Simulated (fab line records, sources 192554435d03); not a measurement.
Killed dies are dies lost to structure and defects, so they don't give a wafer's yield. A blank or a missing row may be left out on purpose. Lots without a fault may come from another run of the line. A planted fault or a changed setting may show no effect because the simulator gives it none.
Split-lot experiment | flow n5_finfet | 7 lots, 21 wafers read, on a route of 1938 steps

THE SPLIT
At N5_BEOL_M10_PEB_26 (peb time 60 s), the setting peb_time_s was moved away from the recipe's 60 s on 9 of the 21 wafers read, by -21.7% to +14.6%. The other wafers ran this setting at the recipe's value.

FROM THE SPLIT TO THE READING: what the file shows between them, 1 step
- N5_BEOL_M10_DEVELOP_27: develop time 30 s

THE READING
cd_nm, in nm, at N5_BEOL_M10_CD_MEAS_28 (target cd 70 nm). Fault-free wafers of this fab line usually give 69.6 nm, standard deviation 0.87 nm.

wafer  | tool, chamber at the split | peb_time_s as run, s | against the recipe | cd_nm, nm | against lot-mates on the recipe
L075.1 | litho_track-03, 0          | 63.74                | +6.2%              | 73.5      | +2.8
L075.2 | litho_track-03, 0          | 60                   | recipe             | 70.2      | -
L075.3 | litho_track-03, 0          | 60                   | recipe             | 71.1      | -
L076.2 | litho_track-02, 0          | 67.69                | +12.8%             | 75.7      | +5.6
L076.4 | litho_track-02, 0          | 60                   | recipe             | 69.9      | -
L076.6 | litho_track-02, 0          | 60                   | recipe             | 70.3      | -
L081.2 | litho_track-01, 0          | 60                   | recipe             | 70.9      | -
L081.3 | litho_track-01, 0          | 60                   | recipe             | 69.7      | -
L081.6 | litho_track-01, 0          | 60                   | recipe             | 70.3      | -
L086.1 | litho_track-01, 0          | 54.4                 | -9.3%              | 65.7      | -2.4
L086.3 | litho_track-01, 0          | 54.4                 | -9.3%              | 65.3      | -2.8
L086.5 | litho_track-01, 0          | 60                   | recipe             | 68.1      | -
L087.3 | litho_track-03, 0          | 60                   | recipe             | 68.3      | -
L087.4 | litho_track-03, 0          | 46.99                | -21.7%             | 57.9      | -10.8
L087.5 | litho_track-03, 0          | 60                   | recipe             | 69.1      | -
L091.2 | litho_track-02, 0          | 64.12                | +6.9%              | 73.2      | +2.2
L091.3 | litho_track-02, 0          | 64.12                | +6.9%              | 73.1      | +2.1
L091.4 | litho_track-02, 0          | 60                   | recipe             | 71.0      | -
L092.1 | litho_track-03, 0          | 68.78                | +14.6%             | 74.8      | +6.0
L092.4 | litho_track-03, 0          | 60                   | recipe             | 68.8      | -
L092.6 | litho_track-03, 0          | 68.78                | +14.6%             | 75.4      | +6.6

THE FIT
A straight line over all 21 wafers: cd_nm changes by +0.469 nm for each +1% of peb_time_s; r = +0.97; the points scatter about the line by 1 nm.
The same after taking each lot's own level away (the mean of its wafers on the recipe; 21 wafers): +0.428 nm for each +1%; r = +0.98; scatter 0.7 nm.
On that fit, the largest move of peb_time_s shifts the reading by 9.3 nm.
The lots' own levels span 68.10 to 71.00 nm, that is 3.3 times the standard deviation above.
So the lot-to-lot level changes the slope little: the two slopes agree.
Check: with one of the wafers moved furthest among these (-21.7%) left out of the fit, the line predicts -8.12 nm for it against its lot-mates. It came out at -10.8 nm against them.

THE FILE'S OWN FIT
cd_nm changes by +0.445 nm for each +1% of peb_time_s, r = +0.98.
